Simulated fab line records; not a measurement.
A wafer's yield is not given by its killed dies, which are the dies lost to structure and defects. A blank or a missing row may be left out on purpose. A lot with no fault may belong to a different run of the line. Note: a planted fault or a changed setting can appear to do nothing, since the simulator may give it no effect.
Split-lot study :: flow n5-finfet :: 21 wafers read from 7 lots, route of 1938 steps

SPLIT DETAILS
At N5_PASSIVATION_PASS_ETCH_47 (etches SiNx in CF4/O2, target depth 770 nm, time 385 s), the setting time-s was moved away from the recipe's 385 s on 7 of the 21 wafers read, by -16.0% to +9.2%. This setting was run at the recipe's value on the other wafers.

Reading taken at the split's own step.

THE READING
etch.depth-nm (the simulator's own value, which no gauge read), in nm, at N5_PASSIVATION_PASS_ETCH_47 (etches SiNx in CF4/O2, target depth 770 nm, time 385 s). The file does not state a usual value for it. Across the 14 wafers here that went through the recipe, the average is 773.5 nm and the standard deviation 5.9 nm.

wafer: L081.1
tool, chamber at the split: rie-diel-04, 0
time-s as run, s: 385
against the recipe: recipe
etch.depth-nm, nm: 782.1
against lot-mates on the recipe: -

wafer: L081.2
tool, chamber at the split: rie-diel-04, 2
time-s as run, s: 385
against the recipe: recipe
etch.depth-nm, nm: 779.9
against lot-mates on the recipe: -

wafer: L081.6
tool, chamber at the split: rie-diel-04, 3
time-s as run, s: 323.5
against the recipe: -16.0%
etch.depth-nm, nm: 662.2
against lot-mates on the recipe: -118.8

wafer: L083.1
tool, chamber at the split: rie-diel-03, 1
time-s as run, s: 419.4
against the recipe: +8.9%
etch.depth-nm, nm: 840.5
against lot-mates on the recipe: +69.5

wafer: L083.2
tool, chamber at the split: rie-diel-03, 2
time-s as run, s: 385
against the recipe: recipe
etch.depth-nm, nm: 770.3
against lot-mates on the recipe: -

wafer: L083.4
tool, chamber at the split: rie-diel-03, 0
time-s as run, s: 385
against the recipe: recipe
etch.depth-nm, nm: 771.7
against lot-mates on the recipe: -

wafer: L088.1
tool, chamber at the split: rie-diel-04, 2
time-s as run, s: 362.9
against the recipe: -5.7%
etch.depth-nm, nm: 724.6
against lot-mates on the recipe: -42.2

wafer: L088.5
tool, chamber at the split: rie-diel-04, 2
time-s as run, s: 385
against the recipe: recipe
etch.depth-nm, nm: 766.8
against lot-mates on the recipe: -

wafer: L088.6
tool, chamber at the split: rie-diel-04, 0
time-s as run, s: 362.9
against the recipe: -5.7%
etch.depth-nm, nm: 732.3
against lot-mates on the recipe: -34.5

wafer: L090.2
tool, chamber at the split: rie-diel-04, 3
time-s as run, s: 420.4
against the recipe: +9.2%
etch.depth-nm, nm: 853.3
against lot-mates on the recipe: +79.1

wafer: L090.3
tool, chamber at the split: rie-diel-04, 2
time-s as run, s: 385
against the recipe: recipe
etch.depth-nm, nm: 774.2
against lot-mates on the recipe: -

wafer: L090.4
tool, chamber at the split: rie-diel-04, 3
time-s as run, s: 420.4
against the recipe: +9.2%
etch.depth-nm, nm: 861.5
against lot-mates on the recipe: +87.3

wafer: L091.2
tool, chamber at the split: rie-diel-03, 1
time-s as run, s: 385
against the recipe: recipe
etch.depth-nm, nm: 773.3
against lot-mates on the recipe: -

wafer: L091.3
tool, chamber at the split: rie-diel-03, 3
time-s as run, s: 385
against the recipe: recipe
etch.depth-nm, nm: 765.2
against lot-mates on the recipe: -

wafer: L091.5
tool, chamber at the split: rie-diel-03, 0
time-s as run, s: 385
against the recipe: recipe
etch.depth-nm, nm: 781.5
against lot-mates on the recipe: -

wafer: L093.2
tool, chamber at the split: rie-diel-04, 0
time-s as run, s: 361.8
against the recipe: -6.0%
etch.depth-nm, nm: 722.9
against lot-mates on the recipe: -52.7

wafer: L093.3
tool, chamber at the split: rie-diel-04, 2
time-s as run, s: 385
against the recipe: recipe
etch.depth-nm, nm: 772.9
against lot-mates on the recipe: -

wafer: L093.4
tool, chamber at the split: rie-diel-04, 0
time-s as run, s: 385
against the recipe: recipe
etch.depth-nm, nm: 778.3
against lot-mates on the recipe: -

wafer: L092.3
tool, chamber at the split: rie-diel-03, 3
time-s as run, s: 385
against the recipe: recipe
etch.depth-nm, nm: 761.6
against lot-mates on the recipe: -

wafer: L092.4
tool, chamber at the split: rie-diel-03, 2
time-s as run, s: 385
against the recipe: recipe
etch.depth-nm, nm: 777
against lot-mates on the recipe: -

wafer: L092.6
tool, chamber at the split: rie-diel-03, 2
time-s as run, s: 385
against the recipe: recipe
etch.depth-nm, nm: 774.8
against lot-mates on the recipe: -

FIT RESULTS
A straight line over all 21 wafers: etch.depth-nm changes by +7.84 nm for each +1% of time-s; r = +0.99; the points scatter about the line by 7.2 nm.
The same after taking each lot's own level away (the mean of its wafers on the recipe; 21 wafers): +7.95 nm for each +1%; r = +0.99; scatter 6 nm.
That fit puts the effect of the largest move of time-s on the reading at 1.3e+02 nm.
The span of the lots' own levels, 766.80 to 781.00 nm, comes to 2.4 times the standard deviation stated above.
Hence the lot-to-lot level has little effect on the slope; both slopes agree.
Check: -130 nm against its lot-mates is what the line predicts for one of the wafers moved furthest among these (-16.0%) when that wafer is left out of the fit. Against them it came out at -119 nm.

THE WHOLE CHAIN: every reading that the file lists as answering this split, in the file's order
step: N5_PASSIVATION_PASS_ETCH_47
what it does: etches SiNx in CF4/O2, target depth 770 nm, time 385 s
reading: etch.depth-nm (the simulator's own value, which no gauge read)
change (the file's fit): +7.82 nm for each +1% of the setting
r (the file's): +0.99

step: N5_PASSIVATION_PROBE_49
what it does: 
reading: defect-limited-yield
change (the file's fit): not straight: 63.5 at the lowest setting, 90.5 at the recipe, 90.1 at the highest
r (the file's): not given

FILE'S OWN FIT
etch.depth-nm changes by +7.82 nm for each +1% of time-s, r = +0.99.
